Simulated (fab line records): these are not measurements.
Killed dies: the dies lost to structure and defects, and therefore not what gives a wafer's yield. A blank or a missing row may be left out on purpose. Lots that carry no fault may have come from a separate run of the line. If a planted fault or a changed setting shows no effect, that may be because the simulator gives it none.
Matching of chambers + flow n5 finfet + N5_GATE_CUT_STRIP_42 on rie diel-06 has 4 sister chambers
The step strips in O2. 16 wafers are shown with their chamber, then 8 later ones without.

## WAFERS WITH THEIR CHAMBER
| wafer  | chamber | drypump motor current A (A) | showerhead plenum p Torr (Torr) | oes product au (a.u.) |
|--------|---------|-----------------------------|---------------------------------|-----------------------|
| L075.2 | 3       | 6.0                         | 1.99                            | 0.72                  |
| L075.4 | 3       | 6.0                         | 2.00                            | 0.72                  |
| L075.6 | 3       | 6.0                         | 2.00                            | 0.72                  |
| L078.1 | 0       | 5.2                         | 1.94                            | 0.79                  |
| L078.3 | 3       | 6.0                         | 1.99                            | 0.72                  |
| L078.4 | 2       | 6.1                         | 2.15                            | 0.66                  |
| L082.3 | 3       | 6.0                         | 1.99                            | 0.71                  |
| L082.4 | 0       | 5.2                         | 1.94                            | 0.78                  |
| L082.6 | 3       | 6.0                         | 1.99                            | 0.71                  |
| L084.1 | 0       | 5.2                         | 1.94                            | 0.78                  |
| L084.4 | 2       | 6.1                         | 2.15                            | 0.97                  |
| L084.6 | 0       | 5.3                         | 1.94                            | 0.78                  |
| L085.2 | 1       | 6.5                         | 2.09                            | 0.76                  |
| L085.3 | 3       | 6.0                         | 1.99                            | 0.70                  |
| L085.4 | 2       | 6.1                         | 2.15                            | 0.96                  |
| L087.1 | 0       | 5.2                         | 1.93                            | 0.77                  |

SIGNATURES, as means of the wafers listed above
| reading                  | chamber 0 | chamber 1 | chamber 2 | chamber 3 | scatter within a chamber |
|--------------------------|-----------|-----------|-----------|-----------|--------------------------|
| drypump motor current A  | 5.220     | 6.500     | 6.100     | 6.000     | 0.0258                   |
| showerhead plenum p Torr | 1.9380    | 2.0900    | 2.1500    | 1.9929    | 0.00431                  |
| oes product au           | 0.7800    | 0.7600    | 0.8633    | 0.7143    | 0.0722                   |
Rule: for each reading, subtract the chamber's mean from the wafer's reading, divide by that reading's scatter and square the result; add these up over the readings and take the root, which gives the wafer's distance from the chamber. The wafer belongs to the nearest chamber; if the next one is less than 2 further off, it can't be placed. The scatter: take each reading less its chamber's mean, square it, sum over the shown wafers, divide by the number of wafers less the number of chambers, and take the root.

## WAFERS MISSING THEIR CHAMBER
| wafer  | drypump motor current A (A) | showerhead plenum p Torr (Torr) | oes product au (a.u.) |
|--------|-----------------------------|---------------------------------|-----------------------|
| L087.2 | 6.0                         | 1.99                            | 0.71                  |
| L087.5 | 6.5                         | 2.09                            | 0.76                  |
| L090.3 | 6.1                         | 2.14                            | 0.93                  |
| L090.4 | 6.0                         | 1.99                            | 0.70                  |
| L090.5 | 6.0                         | 1.99                            | 0.71                  |
| L097.2 | 5.3                         | 1.93                            | 0.75                  |
| L097.3 | 6.1                         | 2.14                            | 0.90                  |
| L097.6 | 6.0                         | 1.98                            | 0.69                  |

## WHICH CHAMBER EACH ONE RAN IN
| wafer  | from the rows above | in truth |
|--------|---------------------|----------|
| L087.2 | 3                   | 3        |
| L087.5 | 1                   | 1        |
| L090.3 | 2                   | 2        |
| L090.4 | 3                   | 3        |
| L090.5 | 3                   | 3        |
| L097.2 | 0                   | 0        |
| L097.3 | 2                   | 2        |
| L097.6 | 3                   | 3        |
8 of 8 placed correctly. Number that these rows cannot place: 0. Number placed wrongly: 0.
